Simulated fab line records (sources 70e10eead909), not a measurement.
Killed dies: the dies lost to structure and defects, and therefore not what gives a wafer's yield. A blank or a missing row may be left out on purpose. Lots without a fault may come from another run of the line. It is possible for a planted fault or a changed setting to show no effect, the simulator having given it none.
Struck lot and sound lot, side by side | flow nand-harc | 41 out of 1302 route steps
Sound: the wafers L622.2, L622.3, L622.5. Struck: wafer L626.3 (L626.1, L626.2, from the same lot, were not struck and are left out); the cause is given at the end.
Order at every step that has rows: each side's tool, ch and its chambers, its first start. Under that, the readings that differ: sound wafers | struck wafers | difference of the means | sigmas: that difference in standard deviations of wafers without a fault.
alike: readings with means less than 2 such deviations apart, plus words and numbers identical on both sides. not compared: withheld readings, readings lacking a value on some wafer, bounds such as >300 that could conceal the same value, and numbers that have no deviation in the record and whose values overlap.
Wherever a step has rows on one side only, a row that says differs or no value, or a row with sigmas, the two part there. Numbers that don't overlap but have no deviation are shown without sigmas and don't part them. A reading that every wafer of one side lacks parts them only if that side has two wafers or more.

NHARC_THIN_TSV_DESCUM_14: chemistry O2, time 3 s.
  sound on rie-diel-02 ch 0,1,3, day 24 10:37; struck on rie-diel-02 ch 3, day 25 17:11
  reading                | sound                | struck | difference | sigmas
  throttle-valve-pct (%) | 11.310 11.331 11.323 | 11.295 | -0.026     | -3
  alike: drypump-motor-current-A, oes-product-au, rf-vpp-V, showerhead-plenum-p-Torr
  not compared: rf-hours-counter-h
NHARC_THIN_TSV_ETCH_44: etches the open film in CF4/O2, target depth 1594.2 nm, time 797.1 s.
  sound on rie-diel-02 ch 1,2,3, day 24 10:45; struck on rie-diel-02 ch 3, day 25 17:20
  alike: drypump-motor-current-A, oes-product-au, rf-fwd-power-W, rf-vpp-V, showerhead-plenum-p-Torr, throttle-valve-pct
  not compared: rf-hours-counter-h
then, 1 step without rows for these wafers: NHARC_THIN_TSV_ETCH_15 (target depth 3000 nm, bosch target overetch cycles 2, bosch etch step 2.8 s).
NHARC_THIN_TSV_CD_MEAS_16:
  sound on cd-sem-03, day 24 11:26; struck on cd-sem-02, day 25 18:00
  alike: cd-nm
NHARC_THIN_TSV_STRIP_45: strips in O2.
  sound on plasma-asher-01 ch 0,1, day 24 11:30; struck on plasma-asher-02 ch 0, day 25 18:05
  reading                     | sound          | struck | difference | sigmas
  drypump-motor-current-A (A) | 6.14 6.13 6.09 | 5.83   | -0.29      | -2
  heater-power-w (W)          | 336 340 353    | 271    | -72        | -2
  not compared: rf-hours-counter-h
then, 7 steps without rows for these wafers: NHARC_THIN_TSV_STRIP_46 (strips in post etch residue remover, time 1200 s); NHARC_THIN_TSV_DEP_47 (deposits SiO2, target thk 200 nm); NHARC_THIN_TSV_ETCHBACK_48 (etches the open film in C4F8/Ar, target depth 1028.5 nm, time 405.17 s); NHARC_THIN_TSV_STRIP_62 (strips in N2/H2, time 20 s); NHARC_THIN_TSV_DEGAS_49 (time 120 s); NHARC_THIN_TSV_PRE_CLEAN_50 (time 30 s); NHARC_THIN_TSV_PVD_19 (deposits TaN, target thk 20 nm).
NHARC_THIN_TSV_PVD_51: deposits Cu, target thk 100 nm.
  sound on pvd-sputter-03, day 24 13:31; struck on pvd-sputter-01, day 25 20:10
  alike: throttle-valve-pct
then, 4 steps without rows for these wafers: NHARC_THIN_TSV_ECD_20 (material Cu, target thk 2000 nm); NHARC_THIN_TSV_ANNEAL_52 (time 90 s); NHARC_THIN_TSV_CMP_21 (polishes, t overpolish 30 s, target thk 2000 nm); NHARC_THIN_TSV_SRD_23.
NHARC_THIN_TSV_DEGAS_53: time 60 s.
  sound on pvd-sputter-03, day 24 15:15; struck on pvd-sputter-03, day 25 21:52
  reading            | sound       | struck | difference | sigmas
  heater-power-w (W) | 438 461 458 | 614    | +162       | +3
then, 11 steps without rows for these wafers: NHARC_THIN_TSV_PRE_CLEAN_54 (time 30 s); NHARC_THIN_TSV_PVD_55 (deposits TiN, target thk 50 nm); NHARC_THIN_TSV_PVD_24 (deposits Al, target thk 800 nm); NHARC_THIN_TSV_DEHYDRATE_25 (time 120 s); NHARC_THIN_TSV_HMDS_26 (time 30 s); NHARC_THIN_TSV_COAT_27; NHARC_THIN_TSV_SOFTBAKE_28 (time 95 s); NHARC_THIN_TSV_EBR_29; NHARC_THIN_TSV_EXPOSE_30 (exposes mask PAD); NHARC_THIN_TSV_PEB_31 (peb time 85 s); NHARC_THIN_TSV_DEVELOP_32 (time 70 s).
NHARC_THIN_TSV_CD_MEAS_33: the cd target is 5000 nm.
  sound on cd-sem-02 ch 0, day 24 16:17; struck on cd-sem-01 ch 0, day 25 22:53
  alike: cd-nm
then, 1 step without rows for these wafers: NHARC_THIN_TSV_HARDBAKE_34 (time 80 s).
NHARC_THIN_TSV_DESCUM_35: chemistry O2, time 3 s.
  sound on rie-diel-02 ch 0,3, day 24 16:26; struck on rie-diel-02 ch 2, day 25 23:02
  alike: drypump-motor-current-A, oes-product-au, rf-vpp-V, showerhead-plenum-p-Torr, throttle-valve-pct
  not compared: rf-hours-counter-h
then, 4 steps without rows for these wafers: NHARC_THIN_TSV_ETCH_59 (etches the open film in Cl2/BCl3, target depth 880 nm, time 138.1 s); NHARC_THIN_TSV_ETCH_36 (etches the open film in Cl2/BCl3, target depth 65 nm, time 18.571 s); NHARC_THIN_TSV_STRIP_56 (strips in O2); NHARC_THIN_TSV_STRIP_57 (strips in post etch residue remover, time 1200 s).
NHARC_THIN_TSV_CD_MEAS_37:
  sound on cd-sem-01, day 24 17:43; struck on cd-sem-01, day 26 00:19
  alike: cd-nm
then, 1 step without rows for these wafers: NHARC_THIN_TSV_ANNEAL_58 (time 1800 s).
NHARC_THIN_TSV_INSPECT_40:
  sound on defect-inspect-02, day 25 00:53; struck on defect-inspect-02, day 26 04:55
  alike: raw-defect-count
NHARC_END_WLT_00:
  the record holds rows for the sound wafers here (prober-01, day 25 01:26) but none for the struck ones
NHARC_END_SORT_01:
  sound on prober-01 ch 0, day 25 04:43; struck on prober-01 ch 0, day 26 09:33
  reading                  | sound          | struck                   | difference                   | sigmas
  hold                     | - - -          | await-dispo/1.7h/release | no value on the sound wafers |
  defect-limited-yield (%) | 96.8 93.9 95.0 | 0                        | -95                          | -34
  killed-at-other          | 0 1 0          | 629                      | +629                         | +99 or more
  killed-dies              | 22 41 34       | 677                      | +645                         | +34
  alike: killed-at-array, killed-at-periphery, killed-open, killed-short

## WHERE THEY PART
Last at NHARC_END_SORT_01 as far as this record goes, first at NHARC_THIN_TSV_DESCUM_14.

WHY: the cause the simulator had injected
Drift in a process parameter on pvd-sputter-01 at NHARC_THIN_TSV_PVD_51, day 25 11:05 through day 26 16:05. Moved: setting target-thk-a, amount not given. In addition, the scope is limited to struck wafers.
